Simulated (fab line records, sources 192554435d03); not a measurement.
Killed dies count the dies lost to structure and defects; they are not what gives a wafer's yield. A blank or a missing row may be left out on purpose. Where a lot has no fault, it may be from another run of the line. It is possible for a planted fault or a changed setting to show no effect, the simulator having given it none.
fab line records | flow n5-finfet
record lots=7 wafers=21
route steps=1938 shown BEOL_M7@1270 BEOL_M8@1356 BEOL_M9@1428 BEOL_M10@1477
start-h: hours from the record's first day to the start of the lot's first wafer shown | wait-h: hours from the lot's prior step to this one | " repeats the value in the row above | L1.1+2: several wafers, shown together as one row | - no value, or no start given | * or withheld: withheld | < > ~ a bound
route shown NAME@n: NAME is a module with steps in the file, n the number in the route of the first one | usual: mean/standard deviation of fault-free wafers | same: alike in all rows | chamber/n: place in a boat | sites: each site's reading | _std_site: standard deviation across them | _edge_site: mean of outer sites minus mean of inner sites | radius-mm: how far each site lies from the wafer's centre | mask NAME#n: copy n | behind: the most recent tool/chamber to have shaped the wafer | hold: what put the lot on hold/how long, in hours/how the hold closed | device: which transistor (n, p or np) failed to switch | end of line: the tests these same wafers got at the end of their route | step lacking rows: just its recipe | killed: dies lost to structure and defects at the first sort, not the wafer's yield | map: a wafer's dies, marking killed ones x, the rest . and places with no die _
set.NAME: the setting that was run; set.NAME@STEP: the one run at that earlier step | model.NAME: the simulator's own value behind a step, which no gauge read
lots where settings were altered on purpose, with a table for each step and a row for each wafer
## steps
# step N5_BEOL_M7_COAT_05
# recipe resist=CAR-ArF spin-rpm=1500 resist-thk-nm=90
# columns lot.wafer tool chamber start-h wait-h set.spin-rpm model.CAR-ArF_of_BEOL_M7_COAT_05.thk-nm
L075.1 litho-track-03 0 - - 1617 86.8
L075.3 " 0 " " 1500 90
L075.4 " 0 " " 1500 89.8
L083.1+2 litho-track-05 0 - - 1651 86.2
L083.6 " 0 " " 1500 90.8
L084.3 litho-track-02 0 - - 1500 90
L084.4+6 " 0 " " 1500 90.4
L089.1+2 litho-track-02 0 - - 1369 94.4
L089.4 " 0 " " 1500 90.2
L091.4+6 litho-track-05 0 - - 1500 89.8
L091.5 " 0 " " 1500 90
L095.3 litho-track-05 0 - - 1500 90
L095.4 " 0 " " 1500 89.8
L095.5 " 0 " " 1453 91.4
L097.2+4 litho-track-03 0 - - 1389 93.6
L097.5 " 0 " " 1500 90
# step N5_BEOL_M7_EBR_07
# recipe solvent=PGMEA ebr-width-mm=1.5
# step N5_BEOL_M7_SOFTBAKE_06
# recipe temp-c=110 time-s=60 resist=CAR-ArF
# step N5_BEOL_M7_DESCUM_16
# recipe chemistry=O2 time-s=7.9 source-power-w=50 bias-power-w=20 pressure-mtorr=20 rf-frequency-hz=2.712e+07 temp-c=40 resist=CAR-ArF o2-flow-sccm=225
# columns lot.wafer tool chamber start-h wait-h set.spin-rpm@BEOL_M7_COAT_05 model.CAR-ArF_of_BEOL_M7_COAT_05.thk-nm
L075.1 rie-diel-04 0 219.53 0.0 1617 80.2
L075.3 " 3 " " 1500 83.6
L075.4 " 0 " " 1500 83.2
L083.1+2 rie-diel-03 3,2 251.45 0.0 1651 79.6
L083.6 " 3 " " 1500 84.2
L084.3 rie-diel-04 1 253.48 0.0 1500 83.6
L084.4 " 2 " " 1500 84
L084.6 " 2 " " 1500 83.8
L089.1+2 rie-diel-03 2,3 296.30 0.0 1369 88
L089.4 " 0 " " 1500 83.6
L091.4+6 rie-diel-02 1,2 310.03 0.1 1500 83.2
L091.5 " 3 " " 1500 83.4
L095.3 rie-diel-02 1 322.53 0.4 1500 83.4
L095.4 " 2 " " 1500 83.2
L095.5 " 0 " " 1453 84.8
L097.2+4 rie-diel-04 0,1 356.49 0.0 1389 87
L097.5 " 2 " " 1500 83.4
# step N5_BEOL_M7_ETCH_61
# recipe chemistry=CF4 target=SiARC target-depth-a=455 mask-material=CAR-ArF time-s=75.8 ion-energy-ev=80 pressure-mtorr=40 source-w=545 bias-w=36 Ar_flow_sccm=100 cf4-flow-sccm=100 ends=cleared
# step N5_BEOL_M7_ETCH_62
# recipe chemistry=N2/H2 target=SOC target-depth-a=1100 overetch-a=220 mask-material=SiARC temp-c=40 time-s=165 ion-energy-ev=200 pressure-mtorr=30 source-w=840 bias-w=150 n2-flow-sccm=200 h2-flow-sccm=200
# step N5_BEOL_M7_STRIP_68
# recipe chemistry=N2/H2 temp-c=40 n2-flow-sccm=200 h2-flow-sccm=200 rf-frequency-hz=6e+07
# step N5_BEOL_M7_STRIP_67
# recipe chemistry=CF4 resist=SiARC power-w=300 bias-power-w=75 pressure-mtorr=50 cf4-flow-sccm=150 rf-frequency-hz=6e+07
# step N5_BEOL_M7_HM_OPEN_17
# recipe chemistry=Cl2/BCl3 target-depth-a=200 overetch-a=60 target=TiN mask-material=SOC ion-energy-ev=150 pressure-mtorr=10 icp-w=1000 bias-w=126 Cl2_flow_sccm=53.25 bcl3-flow-sccm=21.75 Ar_flow_sccm=25
# columns lot.wafer tool chamber start-h wait-h set.target-thk-a@BEOL_M7_HM_DEP_02 model.etch.depth-nm
L075.1 rie-metal-02 1 219.81 0.0 200 20.07
L075.3 " 0 " " 200 20.09
L075.4 " 1 " " 200 20.08
L083.1 rie-metal-03 0 251.72 0.0 200 20.11
L083.2 " 1 " " 200 20.09
L083.6 " 0 " " 200 19.89
L084.3 rie-metal-01 1 253.78 0.1 200 20.18
L084.4 " 0 " " 200 19.65
L084.6 " 1 " " 200 19.96
L089.1 rie-metal-01 1 296.58 0.0 200 20.12
L089.2 " 0 " " 181.2 18.35
L089.4 " 0 " " 181.2 18.04
L091.4 rie-metal-01 0 310.34 0.1 200 20.35
L091.5 " 0 " " 175.4 17.87
L091.6 " 1 " " 175.4 17.82
L095.3 rie-metal-02 0 322.83 0.1 181.7 18.37
L095.4 " 1 " " 200 20.42
L095.5 " 0 " " 181.7 18.29
L097.2 rie-metal-01 1 356.80 0.1 200 19.98
L097.4 " 1 " " 200 19.92
L097.5 " 1 " " 175.9 17.73
# step N5_BEOL_M8_COAT_63
# recipe resist=SOC temp-c=250 time-s=60 spin-rpm=1500 resist-thk-nm=60
# columns lot.wafer tool chamber start-h wait-h set.spin-rpm model.SOC_of_BEOL_M8_COAT_63.thk-nm
L075.1+4 litho-track-01 0 227.77 0.6 1609 57.8
L075.3 " 0 " " 1500 59.8
L084.3 litho-track-01 0 261.01 0.5 1500 60
L084.4+6 " 0 " " 1500 60.2
L083.1 litho-track-05 0 261.01 0.8 1500 60
L083.2+6 " 0 " " 1500 60.2
L089.1+4 litho-track-05 0 312.32 1.5 1559 58.8
L089.2 " 0 " " 1500 59.8
L091.4+5+6 litho-track-04 0 319.20 0.8 1651 57
L095.3 litho-track-04 0 335.95 1.4 1500 60.4
L095.4 " 0 " " 1500 60.2
L095.5 " 0 " " 1500 60
L097.2 litho-track-04 0 371.20 4.0 1606 58
L097.4 " 0 " " 1500 60.2
L097.5 " 0 " " 1500 60
# step N5_BEOL_M8_DESCUM_33
# recipe chemistry=O2 time-s=7 source-power-w=50 bias-power-w=20 pressure-mtorr=20 rf-frequency-hz=2.712e+07 temp-c=40 resist=CAR-EUV o2-flow-sccm=225
# columns lot.wafer tool chamber start-h wait-h set.time-s model.CAR-EUV_of_BEOL_M8_COAT_22.thk-nm
L075.1+3 rie-diel-06 1,3 228.38 0.0 7 26
L075.4 " 1 " " 7 26.2
L084.3 rie-diel-01 2 261.76 0.3 7 26.2
L084.4+6 " 0,3 " " 7 26
L083.1+6 rie-diel-01 3 262.26 0.6 7 26
L083.2 " 0 " " 7 25.8
L089.1+2 rie-diel-05 2,3 312.93 0.1 7 26
L089.4 " 0 " " 6.498 26.2
L091.4+5 rie-diel-06 2,3 319.71 0.0 8.021 25.6
L091.6 " 2 " " 7 26
L095.3 rie-diel-06 0 336.51 0.0 7.996 25.6
L095.4 " 1 " " 7 26.2
L095.5 " 1 " " 7.996 25.8
L097.2 rie-diel-06 1 371.59 0.0 6.212 26.4
L097.4 " 2 " " 7 26.2
L097.5 " 2 " " 7 26
# step N5_BEOL_M8_ETCH_72
# recipe chemistry=N2/H2 target=underlayer target-depth-a=65 mask-material=CAR-EUV time-s=5.2 ion-energy-ev=200 pressure-mtorr=30 source-w=840 bias-w=150 n2-flow-sccm=200 h2-flow-sccm=200 ends=cleared
# columns lot.wafer tool chamber start-h wait-h set.time-s@BEOL_M8_DESCUM_33 model.CAR-EUV_of_BEOL_M8_COAT_22.thk-nm
L075.1+3+4 rie-diel-06 1,3,1 228.42 0.0 7 20.4
L084.3+4 rie-diel-01 2,0 261.80 0.0 7 20.4
L084.6 " 3 " " 7 20.2
L083.1+2+6 rie-diel-01 3,0,3 262.30 0.0 7 20.2
L089.1 rie-diel-05 2 312.97 0.0 7 20.4
L089.2 " 3 " " 7 20.2
L089.4 " 0 " " 6.498 20.6
L091.4+5 rie-diel-06 2,3 319.75 0.0 8.021 19.8
L091.6 " 2 " " 7 20.2
L095.3 rie-diel-06 0 336.54 0.0 7.996 19.8
L095.4 " 1 " " 7 20.4
L095.5 " 1 " " 7.996 20
L097.2 rie-diel-06 1 371.62 0.0 6.212 20.8
L097.4+5 " 2 " " 7 20.4
# step N5_BEOL_M8_ETCH_65
# recipe chemistry=CF4 target=SiARC target-depth-a=156 mask-material=CAR-EUV time-s=26 ion-energy-ev=80 pressure-mtorr=40 source-w=545 bias-w=36 Ar_flow_sccm=100 cf4-flow-sccm=100 ends=cleared
# columns lot.wafer tool chamber start-h wait-h set.time-s@BEOL_M8_DESCUM_33 model.CAR-EUV_of_BEOL_M8_COAT_22.thk-nm
L075.1+3+4 rie-diel-06 1,3,1 228.44 0.0 7 11.2
L084.3 rie-diel-01 2 261.81 0.0 7 11.2
L084.4+6 " 0,3 " " 7 11
L083.1+2+6 rie-diel-01 3,0,3 262.31 0.0 7 11
L089.1 rie-diel-05 2 312.98 0.0 7 11.2
L089.2 " 3 " " 7 11
L089.4 " 0 " " 6.498 11.4
L091.4+5 rie-diel-06 2,3 319.77 0.0 8.021 10.6
L091.6 " 2 " " 7 11
L095.3 rie-diel-06 0 336.56 0.0 7.996 10.6
L095.4 " 1 " " 7 11.2
L095.5 " 1 " " 7.996 10.8
L097.2 rie-diel-06 1 371.64 0.0 6.212 11.6
L097.4 " 2 " " 7 11.2
L097.5 " 2 " " 7 11
# step N5_BEOL_M8_ETCH_66
# recipe chemistry=N2/H2 target=SOC target-depth-a=800 overetch-a=160 mask-material=SiARC temp-c=40 time-s=120 ion-energy-ev=200 pressure-mtorr=30 source-w=840 bias-w=150 n2-flow-sccm=200 h2-flow-sccm=200
# columns lot.wafer tool chamber start-h wait-h set.spin-rpm@BEOL_M8_COAT_63 model.etch.depth-nm
L075.1 rie-diel-06 1 228.46 0.0 1609 57.7
L075.3 " 3 " " 1500 59.86
L075.4 " 1 " " 1609 57.74
L084.3 rie-diel-01 2 261.84 0.0 1500 60.09
L084.4 " 0 " " 1500 60.12
L084.6 " 3 " " 1500 60.14
L083.1 rie-diel-01 3 262.34 0.0 1500 59.96
L083.2 " 0 " " 1500 60.11
L083.6 " 3 " " 1500 60.17
L089.1 rie-diel-05 2 313.01 0.0 1559 58.76
L089.2 " 3 " " 1500 59.74
L089.4 " 0 " " 1559 58.86
L091.4 rie-diel-06 2 319.79 0.0 1651 57
L091.5 " 3 " " 1651 57.08
L091.6 " 2 " " 1651 56.98
L095.3 rie-diel-06 0 336.59 0.0 1500 60.36
L095.4 " 1 " " 1500 60.21
L095.5 " 1 " " 1500 59.97
L097.2 rie-diel-06 1 371.67 0.0 1606 58.1
L097.4 " 2 " " 1500 60.14
L097.5 " 2 " " 1500 60.01
# step N5_BEOL_M8_STRIP_69
# recipe chemistry=N2/H2 temp-c=40 n2-flow-sccm=200 h2-flow-sccm=200 rf-frequency-hz=6e+07
# step N5_BEOL_M8_STRIP_73
# recipe chemistry=N2/H2 temp-c=40 n2-flow-sccm=200 h2-flow-sccm=200 rf-frequency-hz=6e+07
# step N5_BEOL_M8_VIA_ETCH_34
# recipe chemistry=C4F6/O2 target=SiCOH_lowk target-depth-a=1255 mask-material=SOC taper-deg=4 time-s=50.5 ion-energy-ev=250 pressure-mtorr=30 source-w=345 bias-w=185 Ar_flow_sccm=300 C4F6_flow_sccm=10 O2_flow_sccm=10
# columns lot.wafer tool chamber start-h wait-h set.spin-rpm@BEOL_M8_COAT_63 model.SOC_of_BEOL_M8_COAT_63.thk-nm
L075.1+4 rie-diel-06 1 228.56 0.0 1609 51.6
L075.3 " 3 " " 1500 53.8
L084.3+4 rie-diel-01 2,0 261.94 0.0 1500 54
L084.6 " 3 " " 1500 53.8
L083.1 rie-diel-01 3 262.44 0.0 1500 53.6
L083.2 " 0 " " 1500 54
L083.6 " 3 " " 1500 53.8
L089.1 rie-diel-05 2 313.11 0.0 1559 52.8
L089.2 " 3 " " 1500 53.8
L089.4 " 0 " " 1559 52.6
L091.4+5+6 rie-diel-06 2,3,2 319.89 0.0 1651 51
L095.3 rie-diel-06 0 336.69 0.0 1500 54.4
L095.4 " 1 " " 1500 54.2
L095.5 " 1 " " 1500 54
L097.2 rie-diel-06 1 371.77 0.0 1606 52
L097.4 " 2 " " 1500 54.2
L097.5 " 2 " " 1500 54
# step N5_BEOL_M9_COAT_22
# recipe resist=CAR-EUV spin-rpm=1500 resist-thk-nm=30
# columns lot.wafer tool chamber start-h wait-h set.spin-rpm model.CAR-EUV_of_BEOL_M9_COAT_22.thk-nm
L075.1 litho-track-02 0 - - 1500 30
L075.3 " 0 " " 1569 29.4
L075.4 " 0 " " 1569 29.2
L084.3+4+6 litho-track-02 0 - - 1500 30.2
L083.1 litho-track-04 0 - - 1500 30.2
L083.2+6 " 0 " " 1500 30
L089.1+4 litho-track-04 0 - - 1500 30
L089.2 " 0 " " 1632 28.8
L091.4+6 litho-track-03 0 - - 1500 30
L091.5 " 0 " " 1548 29.4
L095.3 litho-track-02 0 - - 1500 30
L095.4+5 " 0 " " 1658 28.6
L097.2+4+5 litho-track-02 0 - - 1500 30
# step N5_BEOL_M9_EBR_24
# recipe solvent=PGMEA ebr-width-mm=1.5
# step N5_BEOL_M9_SOFTBAKE_23
# recipe temp-c=110 time-s=60 resist=CAR-EUV
# step N5_BEOL_M9_DESCUM_33
# recipe chemistry=O2 time-s=7 source-power-w=50 bias-power-w=20 pressure-mtorr=20 rf-frequency-hz=2.712e+07 temp-c=40 resist=CAR-EUV o2-flow-sccm=225
# columns lot.wafer tool chamber start-h wait-h set.spin-rpm@BEOL_M9_COAT_22 model.CAR-EUV_of_BEOL_M9_COAT_22.thk-nm
L075.1 rie-diel-02 1 240.56 0.0 1500 26
L075.3 " 3 " " 1569 25.4
L075.4 " 2 " " 1569 25.2
L084.3+4+6 rie-diel-04 0,1,0 274.19 0.5 1500 26.2
L083.1+6 rie-diel-04 2 275.23 1.0 1500 26.2
L083.2 " 1 " " 1500 26
L089.1 rie-diel-04 2 322.08 0.0 1500 26
L089.2 " 3 " " 1632 24.8
L089.4 " 1 " " 1500 26.2
L091.4+6 rie-diel-03 1,2 330.18 0.5 1500 26
L091.5 " 3 " " 1548 25.6
L095.3 rie-diel-03 3 347.48 0.0 1500 26.2
L095.4+5 " 1,3 " " 1658 24.6
L097.2+4+5 rie-diel-02 1,3,1 378.83 0.2 1500 26.2
# step N5_BEOL_M9_ETCH_66
# recipe chemistry=N2/H2 target=SOC target-depth-a=800 overetch-a=160 mask-material=SiARC temp-c=40 time-s=120 ion-energy-ev=200 pressure-mtorr=30 source-w=840 bias-w=150 n2-flow-sccm=200 h2-flow-sccm=200
# columns lot.wafer tool chamber start-h wait-h set.time-s model.SiARC_of_BEOL_M9_COAT_64.thk-nm
L075.1 rie-diel-02 1 240.64 0.0 120 6.6
L075.3+4 " 3,2 " " 120 6.2
L084.3+6 rie-diel-04 0 274.27 0.0 120 6.6
L084.4 " 1 " " 120 6.4
L083.1+6 rie-diel-04 2 275.31 0.0 98 7.6
L083.2 " 1 " " 120 6.2
L089.1 rie-diel-04 2 322.15 0.0 120 6.4
L089.2 " 3 " " 94.94 7.6
L089.4 " 1 " " 94.94 7.4
L091.4 rie-diel-03 1 330.28 0.0 146.9 5
L091.5 " 3 " " 146.9 5.2
L091.6 " 2 " " 120 6.4
L095.3+5 rie-diel-03 3 347.56 0.0 120 6.4
L095.4 " 1 " " 138.4 5.2
L097.2+4 rie-diel-02 1,3 378.91 0.0 120 6.2
L097.5 " 1 " " 139 5.4
# step N5_BEOL_M10_COAT_05
# recipe resist=CAR-ArF spin-rpm=1500 resist-thk-nm=90
# columns lot.wafer tool chamber start-h wait-h set.spin-rpm model.CAR-ArF_of_BEOL_M10_COAT_05.thk-nm
L075.1+3 litho-track-02 0 - - 1500 90.2
L075.4 " 0 " " 1340 95.6
L084.3+6 litho-track-05 0 - - 1500 89.8
L084.4 " 0 " " 1500 90
L083.1 litho-track-01 0 - - 1500 90.4
L083.2 " 0 " " 1500 90
L083.6 " 0 " " 1457 91.4
L089.1 litho-track-02 0 - - 1500 90.2
L089.2 " 0 " " 1500 90
L089.4 " 0 " " 1453 91
L091.4+5+6 litho-track-05 0 - - 1500 90
L095.3 litho-track-02 0 - - 1500 90.2
L095.4 " 0 " " 1416 93
L095.5 " 0 " " 1416 92.8
L097.2 litho-track-05 0 - - 1365 94.4
L097.4 " 0 " " 1500 89.8
L097.5 " 0 " " 1365 94.6
## key
split step=N5_BEOL_M7_COAT_05 setting=spin-rpm stated=1500 by=wafer
response step=N5_BEOL_M7_COAT_05 reading=model.CAR-ArF_of_BEOL_M7_COAT_05.thk-nm change=-0.457 per=1% r=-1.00
response step=N5_BEOL_M7_DESCUM_16 reading=model.CAR-ArF_of_BEOL_M7_COAT_05.thk-nm change=-0.465 per=1% r=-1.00
split step=N5_BEOL_M8_COAT_63 setting=spin-rpm stated=1500 by=wafer
response step=N5_BEOL_M8_COAT_63 reading=model.SOC_of_BEOL_M8_COAT_63.thk-nm change=-0.282 per=1% r=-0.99
response step=N5_BEOL_M8_ETCH_66 reading=model.etch.depth-nm change=-0.28 per=1% r=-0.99
response step=N5_BEOL_M8_VIA_ETCH_34 reading=model.SOC_of_BEOL_M8_COAT_63.thk-nm change=-0.297 per=1% r=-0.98
split step=N5_BEOL_M8_DESCUM_33 setting=time-s stated=7 by=wafer
response step=N5_BEOL_M8_DESCUM_33 reading=model.CAR-EUV_of_BEOL_M8_COAT_22.thk-nm change=-0.0299 per=1% r=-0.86
response step=N5_BEOL_M8_ETCH_72 reading=model.CAR-EUV_of_BEOL_M8_COAT_22.thk-nm change=-0.033 per=1% r=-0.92
response step=N5_BEOL_M8_ETCH_65 reading=model.CAR-EUV_of_BEOL_M8_COAT_22.thk-nm change=-0.0349 per=1% r=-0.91
split step=N5_BEOL_M9_COAT_22 setting=spin-rpm stated=1500 by=wafer
response step=N5_BEOL_M9_COAT_22 reading=model.CAR-EUV_of_BEOL_M9_COAT_22.thk-nm change=-0.139 per=1% r=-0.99
response step=N5_BEOL_M9_DESCUM_33 reading=model.CAR-EUV_of_BEOL_M9_COAT_22.thk-nm change=-0.149 per=1% r=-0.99
split step=N5_BEOL_M9_ETCH_66 setting=time-s stated=120 by=wafer
response step=N5_BEOL_M9_ETCH_66 reading=model.SiARC_of_BEOL_M9_COAT_64.thk-nm change=-0.0618 per=1% r=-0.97
split step=N5_BEOL_M10_COAT_05 setting=spin-rpm stated=1500 by=wafer
response step=N5_BEOL_M10_COAT_05 reading=model.CAR-ArF_of_BEOL_M10_COAT_05.thk-nm change=-0.497 per=1% r=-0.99
split outside-this-file step=N5_BEOL_M7_HM_DEP_02 setting=target-thk-a
# split outside-this-file: this setting was split too, and the file shows its column; the key of that split is in another file
